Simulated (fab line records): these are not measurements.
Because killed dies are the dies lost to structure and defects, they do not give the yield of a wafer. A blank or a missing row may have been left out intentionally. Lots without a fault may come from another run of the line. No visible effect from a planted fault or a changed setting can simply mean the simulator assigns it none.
Matching of chambers    flow nand-harc    NHARC_THIN_TSV_ETCHBACK_48 on rie-diel-01 has 4 sister chambers
The step etches the open film in C4F8/Ar, target depth 1028.5 nm, time 405.17 s. 8 wafers are shown with their chamber, then 10 later ones without.

WAFERS PAIRED WITH THEIR CHAMBERS
wafer   chamber  rf-vpp-V (V)  rf-fwd-power-W (W)
L323.1  3        547           599.7
L324.3  3        547           598.1
L329.3  0        546           600.3
L328.2  2        542           598.0
L328.3  1        549           594.8
L328.5  0        546           598.6
L335.1  2        541           600.1
L335.2  1        546           597.9

WAFERS WHOSE CHAMBER IS MISSING
wafer   rf-vpp-V (V)  rf-fwd-power-W (W)
L335.5  548           597.0
L338.1  541           596.3
L338.3  546           596.7
L338.5  542           599.3
L337.1  546           599.2
L337.2  541           599.8
L337.6  542           599.5
L339.3  548           596.3
L339.5  547           600.1
L339.6  540           598.6

WHICH CHAMBER EACH ONE RAN IN
wafer   from the rows above           in truth
L335.5  can't be placed: 1 or 3 or 0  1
L338.1  2                             2
L338.3  can't be placed: 1 or 3 or 0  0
L338.5  2                             2
L337.1  can't be placed: 0 or 3       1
L337.2  2                             2
L337.6  2                             2
L339.3  can't be placed: 1 or 3       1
L339.5  can't be placed: 3 or 0 or 1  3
L339.6  2                             2
5 of 10 placed correctly. Cannot be placed on the basis of these rows: 5; the candidates contain the true chamber in 4. 0 placed wrongly.
How it was worked out, from the rows above alone: a wafer's distance from a chamber is the root of the sum, over the readings, of the square of ((its reading less the chamber's mean) divided by the reading's scatter). The wafer belongs to the nearest chamber; if the next one is less than 2 further off, it can't be placed. The mean given for a chamber averages the wafers shown for that chamber. How the scatter is found: for the shown wafers, subtract from each reading the mean of its chamber, square and add these, divide the total by (wafers less chambers), then take the root.
